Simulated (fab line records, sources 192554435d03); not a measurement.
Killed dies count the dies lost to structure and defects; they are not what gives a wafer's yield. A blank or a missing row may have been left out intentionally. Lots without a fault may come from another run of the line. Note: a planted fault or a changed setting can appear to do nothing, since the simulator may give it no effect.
2 desks looking at one fault + flow n5Finfet + what lay behind the numbers comes last; until then each desk has only its own

DESK OF THE TOOL OWNER: lithoTrack-05
The tool's own readings at N5_PMOS_HMC_CHANNEL_EPI_COAT_31 (time 60 s, resist thk 66 nm): means of the sampled wafers that have a number, for each lot that ran on this tool. Marked OUT: a lot whose mean sits more than 4 standard deviations from the usual mean, which makes it out of limits; the brackets give that distance.
Columns: A = chillPlateTempC at N5_PMOS_HMC_CHANNEL_EPI_COAT_31, usual 23.01 C; B = heaterPowerTotalW at N5_PMOS_HMC_CHANNEL_EPI_COAT_31, usual 391.8 W; C = plateTempC at N5_PMOS_HMC_CHANNEL_EPI_COAT_31, usual 204.97 C
| lot  | first seen here | A     | B               | C                |
|------|-----------------|-------|-----------------|------------------|
| L551 | day 3 05:10     | 22.93 | 392.7           | 205.03           |
| L558 | day 4 22:58     | 22.99 | 392.5           | 204.96           |
| L561 | day 5 16:59     | 23.06 | 413.2 (+18) OUT | 214.48 (+59) OUT |
| L562 | day 5 23:04     | 22.96 | 415.2 (+20) OUT | 214.39 (+59) OUT |
| L563 | day 6 05:17     | 22.79 | 415.8 (+20) OUT | 214.53 (+60) OUT |
Finding of this desk: L561, L562, L563 out of limits; the first was L561 at day 5 16:59, on heaterPowerTotalW at N5_PMOS_HMC_CHANNEL_EPI_COAT_31. Within limits: L551, L558.

FROM THE METROLOGY DESK
Lot by lot, what the gauges showed, no matter which tool ran the lot: averages of those sampled wafers that carry a number. Marked OUT: a lot whose mean sits more than 4 standard deviations from the usual mean, which makes it out of limits; the brackets give that distance. Shown here are 7 of its 11 readings, the ones lying furthest out on some lot.
Columns: A = PMOS_HMC_BLK_OVL at N5_PMOS_HMC_CHANNEL_EPI_OVL_MEAS_10, usual 0.5 nm; B = DIBL_P at N5_BEOL_M4_RC_MEAS_101, usual 36.5 mV/V; C = IOFF_N at N5_BEOL_M4_RC_MEAS_101, usual 0.16 nA/um; D = ION_N at N5_BEOL_M4_RC_MEAS_101, usual 675 uA/um; E = SS_N at N5_BEOL_M4_RC_MEAS_101, usual 71.6 mV/dec; F = VT_N at N5_BEOL_M4_RC_MEAS_101, usual 249 mV; G = VT_P at N5_BEOL_M4_RC_MEAS_101, usual -250 mV
| lot  | first seen here | A    | B    | C    | D   | E    | F   | G    |
|------|-----------------|------|------|------|-----|------|-----|------|
| L549 | day 2 16:52     | 0.4  | 37.2 | 0.17 | 675 | 72.1 | 248 | -246 |
| L551 | day 3 05:33     | 0.8  | 37.6 | 0.17 | 681 | 72.1 | 249 | -251 |
| L553 | day 3 17:16     | 0.8  | 35.5 | 0.14 | 658 | 71.5 | 253 | -251 |
| L556 | day 4 11:16     | 1.1  | 35.0 | 0.15 | 669 | 71.2 | 250 | -252 |
| L558 | day 4 23:14     | 0.9  | 37.3 | 0.19 | 671 | 71.9 | 249 | -251 |
| L561 | day 5 17:22     | 0.1  | 37.7 | 0.16 | 667 | 72.4 | 251 | -254 |
| L562 | day 5 23:26     | 0.4  | 34.6 | 0.15 | 685 | 71.3 | 247 | -245 |
| L563 | day 6 05:40     | 0.3  | 38.8 | 0.23 | 691 | 72.2 | 242 | -250 |
| L566 | day 6 23:09     | 1.2  | 39.2 | 0.24 | 700 | 72.6 | 243 | -250 |
| L567 | day 7 05:35     | -0.6 | 36.1 | 0.15 | 671 | 71.6 | 250 | -253 |
This desk's verdict: no lot among the 10 shows anything out of limits.

ALL TOGETHER
An alarm could have come from the tool owner's desk at day 5 16:59, on L561, L562, L563.
The metrology desk saw nothing out of limits.
The metrology desk holds a record of L561, L562, L563, inside its limits.
The lots listed all ran N5_PMOS_HMC_CHANNEL_EPI_COAT_31 on lithoTrack-05.

WHAT THE SIMULATOR PUT IN
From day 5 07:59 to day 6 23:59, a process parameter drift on lithoTrack-05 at N5_PMOS_HMC_CHANNEL_EPI_COAT_31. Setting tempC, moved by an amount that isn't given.
Lots struck among those shown: L561, L562, L563.
How many hours passed from the start of the fault until each desk's first out-of-limits reading: the tool owner's desk, 9.
